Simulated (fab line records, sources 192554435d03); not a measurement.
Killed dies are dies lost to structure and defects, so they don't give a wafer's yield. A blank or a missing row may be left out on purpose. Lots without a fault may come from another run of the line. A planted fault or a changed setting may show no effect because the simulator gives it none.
Which tool did it? | flow n5_finfet | 12 lots, 36 wafers sampled, at 4 steps of a route of 1938

WHAT THE GAUGES READ, wafer by wafer
N5_BEOL_M3_INSPECT_13: inspects for defects (brightfield).
lot  | measured     | on                | raw_defect_count
L075 | day 7 19:31  | defect_inspect-01 | 517 588 348
L077 | day 8 00:46  | defect_inspect-01 | 436 369 307
L079 | day 8 07:27  | defect_inspect-02 | 441 382 335
L081 | day 9 09:44  | defect_inspect-02 | 526 553 435
L084 | day 9 16:49  | defect_inspect-01 | 377 385 355
L085 | day 10 09:49 | defect_inspect-02 | 294 431 334
L087 | day 10 14:30 | defect_inspect-01 | 439 321 494
L089 | day 10 23:56 | defect_inspect-01 | 330 381 292
L090 | day 11 11:58 | defect_inspect-02 | 330 322 341
L093 | day 11 21:41 | defect_inspect-02 | 388 375 338
L095 | day 12 12:02 | defect_inspect-01 | 279 552 313
L096 | day 13 06:40 | defect_inspect-01 | 475 459 297

WHICH TOOL RAN EACH LOT (tool, then ch and the chambers of the sampled wafers, then the start)
lot  | N5_BEOL_M2_ANNEAL_87         | N5_BEOL_M2_CMP_52             | N5_BEOL_M2_DEP_57
L075 | pvd_sputter-01, day 7 16:45  | cmp-03 ch 0,1, day 7 18:18    | pecvd-03 ch 0,1,2, day 7 18:45
L077 | pvd_sputter-02, day 7 20:20  | cmp-01 ch 2,3, day 7 21:52    | pecvd-03 ch 0,2, day 7 22:22
L079 | pvd_sputter-02, day 8 02:53  | cmp-01 ch 0,1,3, day 8 04:28  | pecvd-03 ch 0,1,2, day 8 04:53
L081 | pvd_sputter-03, day 9 06:24  | cmp-02 ch 0,2,3, day 9 07:57  | pecvd-03 ch 0,1, day 9 08:24
L084 | pvd_sputter-01, day 9 10:06  | cmp-02 ch 0,2,3, day 9 11:38  | pecvd-04 ch 0,2, day 9 12:08
L085 | pvd_sputter-02, day 10 06:52 | cmp-01 ch 1,2, day 10 08:26   | pecvd-04 ch 0,2, day 10 08:55
L087 | pvd_sputter-03, day 10 10:44 | cmp-01 ch 0,2, day 10 12:20   | pecvd-04 ch 0,1, day 10 12:47
L089 | pvd_sputter-02, day 10 20:51 | cmp-01 ch 0,3, day 10 22:38   | pecvd-02 ch 0,2, day 10 23:07
L090 | pvd_sputter-03, day 11 08:38 | cmp-01 ch 0,1,2, day 11 10:13 | pecvd-04 ch 0,1,2, day 11 10:38
L093 | pvd_sputter-02, day 11 18:23 | cmp-03 ch 1,2, day 11 20:05   | pecvd-04 ch 0,2, day 11 20:42
L095 | pvd_sputter-03, day 12 08:44 | cmp-02 ch 0,3, day 12 10:25   | pecvd-02 ch 0,1, day 12 10:52
L096 | pvd_sputter-03, day 13 03:04 | cmp-02 ch 0,2,3, day 13 04:35 | pecvd-02 ch 0,1,2, day 13 05:05
- N5_BEOL_M2_ANNEAL_87: time 240 s.
- N5_BEOL_M2_CMP_52: polishes, stops on SiOC, t overpolish 6.8 s, target thk 40 nm.
- N5_BEOL_M2_DEP_57: deposits SiCN from 3MS/NH3, target thk 8 nm, time 14 s.

THE ANSWER, worked out from the rows above alone
Rule: what is usual is taken from the lots themselves. Put in order of their means at a reading, lots are off if they are a third of the lots or fewer, leave a main group of 4 or more, and stand apart from it by a gap of 3 or more times the standard deviation of the main group's means; of several such gaps the widest counts. A main group whose means are all the same, to the digits that the tables above print for the reading, isn't used. A lot without any number at a reading at which 4 lots or more have one is off too. The other lots that the step has rows for count as sound.
No lot is off at any reading shown: from this, nothing can be told.

WHAT THE SIMULATOR HAD PUT IN
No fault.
